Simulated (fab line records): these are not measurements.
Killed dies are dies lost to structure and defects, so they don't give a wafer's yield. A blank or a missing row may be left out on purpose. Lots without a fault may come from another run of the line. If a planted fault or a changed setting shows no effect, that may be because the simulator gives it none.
Struck lot and sound lot, side by side	flow n5 finfet	22 steps out of a route of 1938
Sound: these wafers, L974.2, L974.4, L974.6. Wafers struck: L968.3, L968.4, L968.6. At the end, the cause is stated.
Per side, at each step with rows, come the tool, then ch with its chambers, and then its first start. Under that, the readings that differ: sound wafers	struck wafers	difference of the means	sigmas: that difference in standard deviations of wafers without a fault.
alike: same words and numbers on both sides, and readings whose means sit less than 2 such deviations apart. not compared: any withheld reading, any reading some wafer has no value for, any bound like >300 that may hide the same value, and any number with overlapping values for which the record gives no deviation.
A row with sigmas, a row that says differs or no value, or rows on one side alone: a step with any of these is where the two part. Numbers that have no deviation but don't overlap get no sigmas and don't part them. A reading that every wafer of one side lacks parts them only if that side has two wafers or more.

first, 3 steps without rows for these wafers: N5_PMOS_HMC_CHANNEL_EPI_EXPOSE_06 (exposes mask PMOS HMC BLK, target cd 240 nm); N5_PMOS_HMC_CHANNEL_EPI_PEB_07 (peb time 60 s); N5_PMOS_HMC_CHANNEL_EPI_DEVELOP_08 (develop time 30 s).
N5_PMOS_HMC_CHANNEL_EPI_CD_MEAS_09: the cd target is 237.4 nm.
  sound on cd sem-02 ch 0, day 5 05:13; struck on cd sem-01 ch 0, day 3 18:13
  alike: cd nm
N5_PMOS_HMC_CHANNEL_EPI_OVL_MEAS_10:
  sound on overlay-02 ch 0, day 5 05:14; struck on overlay-02 ch 0, day 3 18:14
reading	sound	struck	difference	sigmas
PMOS_HMC_BLK_OVL (nm)	-0.1 -0.8 -1.4	0.9 1.9 1.3	+2.1	+2
N5_PMOS_HMC_CHANNEL_EPI_INSPECT_11: inspects for defects (macro).
  struck on defect inspect-02, day 3 18:16; sound on defect inspect-01, day 5 05:16
  alike: raw defect count
then, 1 step without rows for these wafers: N5_PMOS_HMC_CHANNEL_EPI_DESCUM_14 (chemistry O2, time 7.9 s).
N5_PMOS_HMC_CHANNEL_EPI_ETCH_32: etches BARC in N2/H2, stops on SiO2, target depth 85.8 nm, time 50.3 s.
  sound on rie diel-02 ch 2,3, day 5 05:31; struck on rie diel-04 ch 0,2,3, day 3 18:20
reading	sound	struck	difference	sigmas
oes product au (a.u.)	0.60 0.67 0.66	0.78 0.75 0.71	+0.10	+2
  alike: drypump motor current A, rf vpp V, showerhead plenum p Torr, throttle valve pct
  not compared: rf hours counter h
N5_PMOS_HMC_CHANNEL_EPI_HM_OPEN_15: chemistry CHF3/O2, target SiO2, target depth 40.6 nm, time 20.3 s.
  sound on rie diel-02 ch 2,3, day 5 05:33; struck on rie diel-04 ch 0,2,3, day 3 18:22
reading	sound	struck	difference	sigmas
CHF3_flow_sccm (sccm)	49.98 49.86 49.85	50.05 50.41 50.21	+0.33	+2
oes product au (a.u.)	0.69 0.76 0.77	0.92 0.89 0.84	+0.14	+2
  alike: drypump motor current A, mfc ar sccm, rf vpp V, showerhead plenum p Torr, throttle valve pct
  not compared: rf hours counter h
N5_PMOS_HMC_CHANNEL_EPI_STRIP_33: strips in N2/H2.
  sound on rie diel-02 ch 2,3, day 5 05:37; struck on rie diel-04 ch 0,2,3, day 3 18:25
reading	sound	struck	difference	sigmas
oes product au (a.u.)	0.70 0.77 0.77	0.90 0.89 0.84	+0.13	+2
  alike: drypump motor current A, rf vpp V, showerhead plenum p Torr, throttle valve pct
  not compared: rf hours counter h
then, 1 step without rows for these wafers: N5_PMOS_HMC_CHANNEL_EPI_STRIP_17 (strips in SPM, time 750 s).
N5_PMOS_HMC_CHANNEL_EPI_ETCH_38: etches SiO2 in CF4, target depth 1.5 nm.
  sound on rie si-03 ch 0,2, day 5 05:55; struck on rie si-04 ch 0,2,3, day 3 18:56
  alike: drypump motor current A, oes product au, throttle valve pct
  not compared: rf hours counter h
N5_PMOS_HMC_CHANNEL_EPI_FIN_RECESS_16: chemistry HBr/Cl2, target Si, target depth 54 nm, time 18 s.
  sound on rie si-03 ch 0,2, day 5 05:56; struck on rie si-04 ch 0,2,3, day 3 18:58
reading	sound	struck	difference	sigmas
oes product au (a.u.)	0.978 1.015 1.016	0.863 0.884 0.864	-0.133	-9
model.etch.depth nm (nm)	54.45 55.34 55.46	42.51 42.92 44.04	-11.93	
model.PMOS_HMC_CHANNEL_EPI.feature depth nm (nm)	54.45 55.34 55.46	42.51 42.92 44.04	-11.93	
model.SiO2_of_PMOS_HMC_CHANNEL_EPI_HM_DEP_34.thk nm (nm)	30.16 30.47 30.38	30.87 31.53 31.33	+0.91	
  alike: drypump motor current A, throttle valve pct
  not compared: rf hours counter h
then, 1 step without rows for these wafers: N5_PMOS_HMC_CHANNEL_EPI_PRECLEAN_36 (cleans in O3/DIW, time 45 s).
N5_PMOS_HMC_CHANNEL_EPI_PRECLEAN_18: cleans in DHF, time 30 s.
  sound on wet bench-02 ch 2,3,4, day 5 06:03; struck on wet bench-03 ch 2,6,7, day 3 19:04
reading	sound	struck	difference	sigmas
model.SiO2_of_PMOS_HMC_CHANNEL_EPI_HM_DEP_34.thk nm (nm)	24.55 24.86 24.77	25.37 26.05 25.82	+1.02	
then, 4 steps without rows for these wafers: N5_PMOS_HMC_CHANNEL_EPI_SRD_19 (time 30 s); N5_PMOS_HMC_CHANNEL_EPI_EPI_20 (deposits SiGe30, target thk 59 nm); N5_PMOS_HMC_CHANNEL_EPI_HM_STRIP_35 (strips SiO2 in dHF, material SiO2, target depth 39.6 nm, time 216 s); N5_PMOS_HMC_CHANNEL_EPI_SRD_39 (time 30 s).
N5_PMOS_HMC_CHANNEL_EPI_CMP_21: polishes SiGe30, target thk 54 nm.
  sound on cmp-03 ch 0,2,3, day 5 07:29; struck on cmp-01 ch 0,1,2, day 3 20:28
  alike: edge zone pressure frac, motor current A
N5_PMOS_HMC_CHANNEL_EPI_THK_MEAS_22:
  struck on film metro-01, day 3 20:46; sound on film metro-02, day 5 07:44
reading	sound	struck	difference	sigmas
HMC_CMP_THK (nm)	54.5 55.5 55.5	42.4 42.9 43.8	-12.1	-13
then, 1 step without rows for these wafers: N5_PMOS_HMC_CHANNEL_EPI_PRECLEAN_40 (cleans in DHF, time 30 s).

## WHERE THEY PART
At N5_PMOS_HMC_CHANNEL_EPI_OVL_MEAS_10 first; at N5_PMOS_HMC_CHANNEL_EPI_THK_MEAS_22 last (within this record only).

WHY: whatever the simulator had introduced
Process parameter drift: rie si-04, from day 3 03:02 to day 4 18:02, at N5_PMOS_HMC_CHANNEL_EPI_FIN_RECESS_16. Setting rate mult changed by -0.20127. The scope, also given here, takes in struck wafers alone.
